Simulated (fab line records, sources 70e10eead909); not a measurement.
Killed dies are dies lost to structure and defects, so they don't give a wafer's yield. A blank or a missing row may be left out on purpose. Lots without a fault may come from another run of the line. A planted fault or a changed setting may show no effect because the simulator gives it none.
fab line records | flow nand_harc
record lots=6 wafers=18 last_day=24
route steps=1159 shown THIN_TSV@1144 END@1159
lots that met no fault: from a run of the same line without faults
start_h: hours from the record's first day to the start of the lot's first wafer shown | wait_h: hours since the lot's step before | " the same as in the row above | L1.1+2: a row that stands for several wafers | - no value, or no start given | * or withheld: withheld | < > ~ a bound
route shown NAME@n: a module of which the file shows steps, and the number in the route of the first | usual: mean/standard deviation of fault-free wafers | same: alike in all rows | chamber/n: place in a boat | sites: the reading at each site | _std_site: their standard deviation | _edge_site: outer sites' mean less inner sites' | radius_mm: how far each site lies from the wafer's centre | mask NAME#n: copy n | behind: the tool/chamber that last shaped the wafer | hold: why the lot was held/for how many hours/how that ended | device: the transistor (n, p or np) that didn't switch | end of line: the same wafers' tests at the end of the route | a step without rows: its recipe alone | killed: dies lost to structure and defects at the first sort, not the wafer's yield | map: a wafer's dies, x killed, . not, _ none there
set.NAME: the setting as run; set.NAME@STEP: as run at that earlier step | model.NAME: the simulator's own value behind a step, which no gauge read
lots at some steps of the route; a table a step, a row a wafer
services: from which hour (start_h, from the record's first day; less than 0 if before it) a tool's chamber was out of use, for how many hours, and why
## steps
# step NHARC_THIN_TSV_EBR_29
# step NHARC_THIN_TSV_EXPOSE_30
# recipe na=0.55 dose_mj=11.47 mask_id=PAD
# step NHARC_THIN_TSV_PEB_31
# recipe peb_temp_c=118 peb_time_s=85
# step NHARC_THIN_TSV_DEVELOP_32
# recipe time_s=70
# step NHARC_THIN_TSV_CD_MEAS_33
# recipe target_cd_nm=5000 landing_energy_ev=500
# usual cd_nm=4999.5/1.6
# same landing_energy_ev=500
# columns lot.wafer tool chamber start_h wait_h cd_nm
L303.2 cd_sem-01 0 445.17 - 5001.4
L303.4 " 0 " " 4997.0
L303.5 " 0 " " 5000.3
L305.2 cd_sem-01 0 457.02 - 5001.4
L305.3 " 0 " " 5000.2
L305.6 " 0 " " 5002.1
L306.3 cd_sem-03 0 464.24 - 4999.2
L306.5 " 0 " " 5003.5
L306.6 " 0 " " 5000.9
L307.3 cd_sem-03 0 480.32 - 4998.9
L307.5 " 0 " " 5000.7
L307.6 " 0 " " 4999.4
L318.2 cd_sem-03 0 543.24 - 4999.6
L318.4 " 0 " " 4999.1
L318.6 " 0 " " 5000.0
L321.1 cd_sem-01 0 568.27 - 4997.7
L321.2 " 0 " " 4998.5
L321.6 " 0 " " 5000.5
# step NHARC_THIN_TSV_HARDBAKE_34
# recipe temp_c=125 time_s=80
# step NHARC_THIN_TSV_DESCUM_35
# recipe time_s=3 o2_flow_sccm=200 ar_flow_sccm=0 bias_power_w=0 chemistry=O2
# usual drypump_motor_current_A=5.7/0.38 oes_product_au=0.999/0.0091 rf_vpp_V=57.7/0.94 showerhead_plenum_p_Torr=1.90/0.08 throttle_valve_pct=11.310/0.0089
# columns lot.wafer tool chamber start_h wait_h drypump_motor_current_A oes_product_au rf_hours_counter_h rf_vpp_V showerhead_plenum_p_Torr throttle_valve_pct
L303.2 rie_diel-11 3 445.33 - 5.8 0.993 9 58.4 1.94 11.324
L303.4 " 1 " " 5.7 0.990 5 57.3 1.92 11.312
L303.5 " 3 " " 5.8 0.982 - 57.9 1.94 11.310
L305.2 rie_diel-10 1 457.18 - 5.4 1.002 6 58.3 2.05 11.310
L305.3 " 3 " " 5.5 1.004 9 59.1 1.84 11.307
L305.6 " 1 " " 5.4 1.005 - 58.8 2.05 11.311
L306.3 rie_diel-11 2 464.40 - 5.8 1.006 9 57.6 1.97 11.311
L306.5 " 2 " " 5.8 0.999 - 58.3 1.97 11.305
L306.6 " 3 " " 5.8 0.991 - 56.7 1.94 11.313
L307.3 rie_diel-11 3 480.51 - 5.8 0.996 12 57.8 1.94 11.313
L307.5 " 0 " " 6.6 1.001 - 56.5 1.80 11.295
L307.6 " 1 " " 5.7 1.006 - 58.1 1.92 11.329
L318.4 rie_diel-11 1 543.41 - 5.7 0.991 16 57.9 1.92 11.300
L318.2 " 3 " " 5.8 0.982 19 58.9 1.94 11.301
L318.6 " 0 " " 6.6 0.988 - 56.8 1.80 11.322
L321.2 rie_diel-04 0 568.45 - 5.8 0.997 4 56.4 1.86 11.304
L321.1 " 1 " " 6.2 1.014 6 58.8 1.92 11.309
L321.6 " 0 " " 5.8 1.005 - 57.0 1.86 11.307
# step NHARC_THIN_TSV_ETCH_59
# recipe target_depth_a=8800 icp_w=900 bias_w=100 Cl2_flow_sccm=60 bcl3_flow_sccm=30 time_s=138.1 chemistry=Cl2/BCl3
# usual drypump_motor_current_A=5.8/0.34 oes_product_au=0.999/0.0085 throttle_valve_pct=22.265/0.0088
# columns lot.wafer tool chamber start_h wait_h drypump_motor_current_A oes_product_au rf_hours_counter_h throttle_valve_pct
L303.2 rie_metal-02 1 445.49 0.2 5.8 0.996 1.5 22.255
L303.4 " 1 " " 5.8 0.988 - 22.270
L303.5 " 0 " " 5.6 0.978 - 22.270
L305.2 rie_metal-01 1 457.34 0.2 6.1 1.010 3.7 22.250
L305.3 " 0 " " 5.2 1.013 - 22.268
L305.6 " 0 " " 5.2 0.998 - 22.265
L306.3 rie_metal-03 1 464.63 0.2 5.8 0.999 - 22.257
L306.5 " 0 " " 6.1 0.982 - 22.263
L306.6 " 1 " " 5.7 0.984 - 22.245
L307.3 rie_metal-02 0 480.68 0.2 5.6 0.975 - 22.270
L307.5 " 0 " " 5.6 0.985 - 22.285
L307.6 " 1 " " 5.8 0.997 - 22.274
L318.2 rie_metal-02 1 543.52 0.1 5.8 0.990 4.7 22.248
L318.4 " 0 " " 5.6 0.991 - 22.263
L318.6 " 1 " " 5.8 0.992 - 22.265
L321.1 rie_metal-03 0 568.56 0.1 6.1 1.001 3.1 22.259
L321.2 " 1 " " 5.8 0.999 3.1 22.256
L321.6 " 0 " " 6.1 1.001 - 22.268
# step NHARC_THIN_TSV_ETCH_36
# recipe target_depth_a=650 over_etch_frac=0.3 time_s=18.571 ion_energy_ev=150 chemistry=Cl2/BCl3
# usual drypump_motor_current_A=5.8/0.34 oes_product_au=1.000/0.0099
# columns lot.wafer tool chamber start_h wait_h drypump_motor_current_A oes_product_au rf_hours_counter_h
L303.2 rie_metal-02 0 445.72 0.2 5.6 0.977 1.7
L303.4 " 0 " " 5.6 0.983 -
L303.5 " 0 " " 5.6 0.983 -
L305.2 rie_metal-01 0 457.57 0.2 5.2 1.024 3.9
L305.3 " 0 " " 5.2 1.020 -
L305.6 " 0 " " 5.2 1.007 -
L306.3 rie_metal-03 1 464.80 0.1 5.8 0.992 -
L306.5 " 0 " " 6.1 1.008 -
L306.6 " 1 " " 5.8 0.998 -
L307.3 rie_metal-02 1 480.88 0.2 5.8 0.996 -
L307.5 " 0 " " 5.6 0.992 -
L307.6 " 1 " " 5.8 0.996 -
L318.2 rie_metal-02 1 543.79 0.2 5.8 0.988 4.8
L318.4 " 0 " " 5.6 1.004 -
L318.6 " 0 " " 5.6 0.996 -
L321.1 rie_metal-03 1 568.82 0.2 5.8 0.987 3.3
L321.2 " 0 " " 6.1 1.000 3.3
L321.6 " 0 " " 6.1 0.995 -
# step NHARC_THIN_TSV_STRIP_56
# recipe power_w=1500 temp_c=250 chemistry=O2
# usual drypump_motor_current_A=5.7/0.57 heater_power_w=338/30
# columns lot.wafer tool chamber start_h wait_h drypump_motor_current_A heater_power_w rf_hours_counter_h
L303.2 plasma_asher-02 0 445.86 0.1 5.3 340 29
L303.4 " 1 " " 6.7 341 -
L303.5 " 1 " " 6.7 338 -
L305.2 plasma_asher-02 1 457.71 0.1 6.7 346 35
L305.3 " 1 " " 6.7 337 -
L305.6 " 1 " " 6.7 342 -
L306.3 plasma_asher-02 1 465.02 0.2 6.7 341 -
L306.6 " 0 " " 5.4 339 -
L306.5 " 1 " " 6.7 348 -
L307.3 plasma_asher-02 1 481.86 1.0 6.7 341 -
L307.6 " 0 " " 5.3 332 -
L307.5 " 1 " " 6.7 345 -
L318.2 plasma_asher-01 0 544.39 0.6 5.5 293 22
L318.4 " 0 " " 5.5 298 -
L318.6 " 0 " " 5.5 293 -
L321.1 plasma_asher-01 0 568.92 0.1 5.5 297 34
L321.2 " 1 " " 5.3 382 34
L321.6 " 0 " " 5.5 290 -
# step NHARC_THIN_TSV_STRIP_57
# recipe time_s=1200 temp_c=72.5 chemistry=post_etch_residue_remover
# step NHARC_THIN_TSV_CD_MEAS_37
# usual cd_nm=4998.8/2
# columns lot.wafer tool chamber start_h wait_h cd_nm
L303.2 cd_sem-01 - 446.61 - 5000.3
L303.4 " - " " 4993.0
L303.5 " - " " 4996.5
L305.2 cd_sem-01 - 458.45 - 5001.7
L305.3 " - " " 4997.3
L305.6 " - " " 5000.8
L306.3 cd_sem-01 - 465.69 - 4997.7
L306.5 " - " " 5002.5
L306.6 " - " " 4999.4
L307.3 cd_sem-01 - 482.53 - 5000.3
L307.5 " - " " 5000.6
L307.6 " - " " 4998.6
L318.2 cd_sem-03 - 545.18 - 4999.4
L318.4 " - " " 5001.2
L318.6 " - " " 5002.1
L321.1 cd_sem-01 - 569.72 - 4996.8
L321.2 " - " " 4996.8
L321.6 " - " " 4999.8
# step NHARC_THIN_TSV_ANNEAL_58
# recipe temp_c=400 time_s=1800
# usual spike_tc_bottom_C=425.2/1.1 spike_tc_centre_C=402.0/1.2 spike_tc_lower_C=400.3/1.8 spike_tc_top_C=427.3/1.1 spike_tc_upper_C=400.0/1.1
# columns lot.wafer tool chamber start_h wait_h spike_tc_bottom_C spike_tc_centre_C spike_tc_lower_C spike_tc_top_C spike_tc_upper_C
L303.2 furnace-01 0 448.20 1.6 426.8 403.0 400.2 427.4 399.6
L303.4 " 0 " " 426.1 403.0 399.3 427.6 399.9
L303.5 " 0 " " 426.8 402.2 398.9 428.4 398.8
L305.2 furnace-05 0 461.45 3.0 425.9 402.5 396.8 427.0 399.8
L305.3 " 0 " " 424.6 401.5 398.1 426.5 401.4
L305.6 " 0 " " 424.7 403.9 399.4 427.6 399.9
L306.3 furnace-01 0 468.69 3.0 449.3 427.2 424.1 452.6 424.1
L306.5 " 0 " " 448.2 425.4 424.7 451.1 425.1
L306.6 " 0 " " 451.5 427.3 422.5 452.0 424.9
L307.3 furnace-01 0 485.52 3.0 449.9 429.2 423.8 452.6 423.6
L307.5 " 0 " " 451.2 428.0 423.4 452.5 423.0
L307.6 " 0 " " 451.7 428.5 423.4 452.1 421.8
L318.2 furnace-05 0 548.18 3.0 424.9 403.0 396.8 425.5 400.1
L318.4 " 0 " " 423.6 403.9 397.2 424.7 399.7
L318.6 " 0 " " 425.0 401.9 398.3 428.1 399.4
L321.1 furnace-07 0 571.21 1.5 423.8 401.5 402.0 425.8 400.3
L321.2 " 0 " " 424.9 401.6 402.0 426.2 400.8
L321.6 " 0 " " 425.0 402.1 403.2 426.1 400.9
# step NHARC_THIN_TSV_INSPECT_40
# usual raw_defect_count=480/78
# columns lot.wafer tool chamber start_h wait_h raw_defect_count
L303.2 defect_inspect-02 - 449.65 0.4 397
L303.4 " - " " 383
L303.5 " - " " 446
L305.2 defect_inspect-01 - 462.90 0.4 473
L305.3 " - " " 509
L305.6 " - " " 369
L306.3 defect_inspect-01 - 470.12 0.4 429
L306.5 " - " " 464
L306.6 " - " " 422
L307.3 defect_inspect-01 - 486.95 0.4 390
L307.5 " - " " 629
L307.6 " - " " 574
L318.2 defect_inspect-01 - 549.62 0.4 559
L318.4 " - " " 566
L318.6 " - " " 510
L321.1 defect_inspect-02 - 572.64 0.4 399
L321.2 " - " " 442
L321.6 " - " " 393
# step NHARC_END_SORT_01
# recipe temp_c=25
# usual defect_limited_yield=95.4/1.7 killed_at_array=27/11 killed_at_other=0.6/0.89 killed_at_periphery=3.0/2.4 killed_dies=31/12 killed_open=3.2/1.6 killed_short=2.0/1.5 sort_bin_2_pct=1.5/0.69 sort_bin_3_pct=0.23/0.22 sort_bin_4_pct=2.9/1.1 sort_n_pass=646/12 sort_rim_yield_pct=94/3.3 sort_yield_pct=95.4/1.7
# same gross_dies=677 sort_bin_5_pct[%]=0 sort_bin_6_pct[%]=0 sort_bin_7_pct[%]=0 sort_bin_8_pct[%]=0 sort_rim_n_gross=106.00
# columns lot.wafer tool chamber start_h wait_h defect_limited_yield[%] killed_at_array killed_at_other killed_at_periphery killed_dies killed_open killed_short sort_bin_2_pct[%] sort_bin_3_pct[%] sort_bin_4_pct[%] sort_n_pass sort_rim_yield_pct[%] sort_yield_pct[%]
L306.5 prober-02 0 483.58 3.7 93.8 40 1 1 42 1 1 2.1 0.44 3.7 635 88 93.8
L306.6 prober-02 0 484.37 4.0 93.8 39 2 1 42 4 3 1.8 0 4.4 635 96 93.8
L307.3 prober-01 0 491.53 3.1 96.8 19 1 2 22 6 0 1.2 0.15 1.9 655 99 96.8
L307.5 prober-01 0 493.11 3.7 95.9 24 0 4 28 5 3 1.2 0.15 2.8 649 95 95.9
L307.6 prober-01 0 493.90 3.9 97.3 15 1 2 18 4 3 0.9 0.30 1.5 659 97 97.3
L318.2 prober-01 0 556.30 2.8 96.5 19 4 1 24 4 0 1.0 0.44 2.1 653 94 96.5
L318.4 prober-01 0 557.89 3.4 96.0 24 2 1 27 5 1 1.0 0.59 2.4 650 92 96.0
L318.6 prober-01 0 559.48 4.0 94.7 32 0 4 36 7 2 1.6 0 3.7 641 92 94.7
L321.1 prober-01 0 575.73 2.5 96.9 17 0 4 21 3 3 1.0 0.30 1.8 656 96 96.9
L321.2 prober-01 0 576.53 2.8 97.0 17 0 3 20 1 0 1.2 0 1.8 657 97 97.0
L321.6 prober-01 0 579.70 4.0 97.0 19 0 1 20 4 2 0.9 0.59 1.5 657 98 97.0
# killed by level:class
L306.5 A_SLIT:chamber_film_flake=13 A_CHANNEL_HOLE_D1:chamber_film_flake=12 A_CONTACT:chamber_film_flake=5 A_STAIRCASE:chamber_film_flake=4 A_WL_FILL:chamber_film_flake=4 P_M0:geometric_particle:open=1 A_WL_FILL:geometric_particle:short=1 A_CHANNEL_FILL_D1:chamber_film_flake=1
L306.6 A_CHANNEL_HOLE_D1:chamber_film_flake=17 A_SLIT:chamber_film_flake=9 A_CONTACT:chamber_film_flake=3 A_CHANNEL_FILL_D1:geometric_particle:short=3 A_M0:geometric_particle:open=2 A_STAIRCASE:chamber_film_flake=2 THIN_TSV:chamber_film_flake=2 A_SOURCE_PLATE:geometric_particle:open=1
L307.3 A_CONTACT:chamber_film_flake=5 A_CHANNEL_HOLE_D1:chamber_film_flake=4 A_STAIRCASE:chamber_film_flake=4 A_CONTACT:geometric_particle:open=3 A_ONON_D1:geometric_particle:open=1 A_BLC:geometric_particle:open=1 P_ZERO_WELL:chamber_film_flake=1 P_STI:chamber_film_flake=1
L307.5 A_WL_FILL:chamber_film_flake=9 A_CHANNEL_HOLE_D1:chamber_film_flake=4 A_STAIRCASE:chamber_film_flake=3 P_ZERO_WELL:chamber_film_flake=2 P_CONTACT:geometric_particle:short=1 P_M1:geometric_particle:open=1 A_ONON_D1:geometric_particle:short=1 A_CHANNEL_FILL_D1:geometric_particle:open=1
L307.6 A_STAIRCASE:chamber_film_flake=6 A_M0:geometric_particle:open=2 A_CHANNEL_HOLE_D1:chamber_film_flake=2 P_CONTACT:geometric_particle:short=1 P_M0:geometric_particle:open=1 A_CHANNEL_HOLE_D1:geometric_particle:open=1 A_WL_FILL:geometric_particle:short=1 A_CONTACT:geometric_particle:short=1
L318.2 A_CHANNEL_HOLE_D1:chamber_film_flake=12 THIN_TSV:chamber_film_flake=4 A_CHANNEL_FILL_D1:chamber_film_flake=3 P_GATE:geometric_particle:open=1 A_ONON_D1:geometric_particle:open=1 A_CHANNEL_HOLE_D1:geometric_particle:open=1 A_CHANNEL_FILL_D1:geometric_particle:open=1 A_STAIRCASE:chamber_film_flake=1
L318.4 A_CHANNEL_HOLE_D1:chamber_film_flake=16 A_CONTACT:geometric_particle:open=3 A_CONTACT:chamber_film_flake=3 A_ONON_D1:geometric_particle:open=1 A_CONTACT:geometric_particle:short=1 P_M2:chamber_film_flake=1 STARTING-WAFER:geometric_particle:open=1 THIN_TSV:chamber_film_flake=1
L318.6 A_CHANNEL_HOLE_D1:chamber_film_flake=14 A_CONTACT:chamber_film_flake=7 P_M0:geometric_particle:open=2 A_CONTACT:geometric_particle:open=2 A_STAIRCASE:chamber_film_flake=2 P_M1:geometric_particle:short=1 A_ONON_D1:geometric_particle:open=1 A_CHANNEL_FILL_D1:geometric_particle:open=1
L321.1 A_CHANNEL_HOLE_D1:chamber_film_flake=8 A_CONTACT:chamber_film_flake=4 P_M0:geometric_particle:open=2 A_WL_FILL:chamber_film_flake=2 P_M0:geometric_particle:short=1 A_ONON_D1:geometric_particle:short=1 A_CHANNEL_HOLE_D1:geometric_particle:short=1 A_CHANNEL_FILL_D1:geometric_particle:open=1
L321.2 A_CHANNEL_HOLE_D1:chamber_film_flake=6 A_CONTACT:chamber_film_flake=5 A_SLIT:chamber_film_flake=3 P_STI:chamber_film_flake=2 A_STAIRCASE:chamber_film_flake=2 P_M1:geometric_particle:open=1 A_ZERO_WELL:chamber_film_flake=1
L321.6 A_CHANNEL_HOLE_D1:chamber_film_flake=4 A_CONTACT:chamber_film_flake=3 A_STAIRCASE:chamber_film_flake=2 P_M2:geometric_particle:open=1 A_SOURCE_PLATE:geometric_particle:open=1 A_CONTACT:geometric_particle:open=1 A_CONTACT:geometric_particle:short=1 A_BLC:geometric_particle:short=1
## services
# columns tool chamber start_h hours kind
furnace-01 - 422.78 3.6 repair
rie_diel-04 2 431.69 6.0 repair
rie_diel-11 - 439.17 1.7 repair
plasma_asher-01 - 447.83 5.3 repair
rie_metal-03 - 453.00 9.0 pm
plasma_asher-01 - 454.03 9.0 pm
rie_diel-04 - 465.93 9.0 pm
furnace-05 - 476.47 8.2 repair
rie_diel-10 - 476.85 1.0 repair
plasma_asher-01 - 477.53 21.4 repair
plasma_asher-02 - 478.56 0.7 repair
rie_diel-04 0 491.07 6.6 repair
rie_diel-10 3 492.50 2.7 repair
furnace-01 - 494.00 26.0 pm
rie_diel-04 3 500.63 7.6 repair
rie_metal-01 - 509.00 9.0 pm
rie_diel-11 - 510.97 0.4 repair
rie_diel-04 0 513.01 22.5 repair
rie_diel-11 3 514.06 3.8 repair
rie_diel-10 - 530.54 9.0 pm
plasma_asher-02 - 538.22 9.0 pm
rie_diel-11 - 543.50 9.0 pm
rie_metal-02 - 565.00 9.0 pm
rie_metal-02 0 565.00 9.0 vent_cycle
## key
first_sign step=NHARC_THIN_TSV_ANNEAL_58 reading=spike_tc_bottom_C direction=up sigmas=23 usual=425.2 struck=450.3
effect step=NHARC_THIN_TSV_ANNEAL_58 reading=spike_tc_top_C direction=up sigmas=23 usual=427.3 struck=452.2
met_at NHARC_THIN_TSV_ANNEAL_58
struck_wafers L306.3,L306.5,L306.6,L307.3,L307.5,L307.6
onset_between 448.20 468.69
fault kind=process_parameter_drift tool=furnace-01 chamber=- onset_h=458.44 steps=NHARC_THIN_TSV_ANNEAL_58 channel=temp_c offset=* shape=step end_h=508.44 acts_in=* stated=*
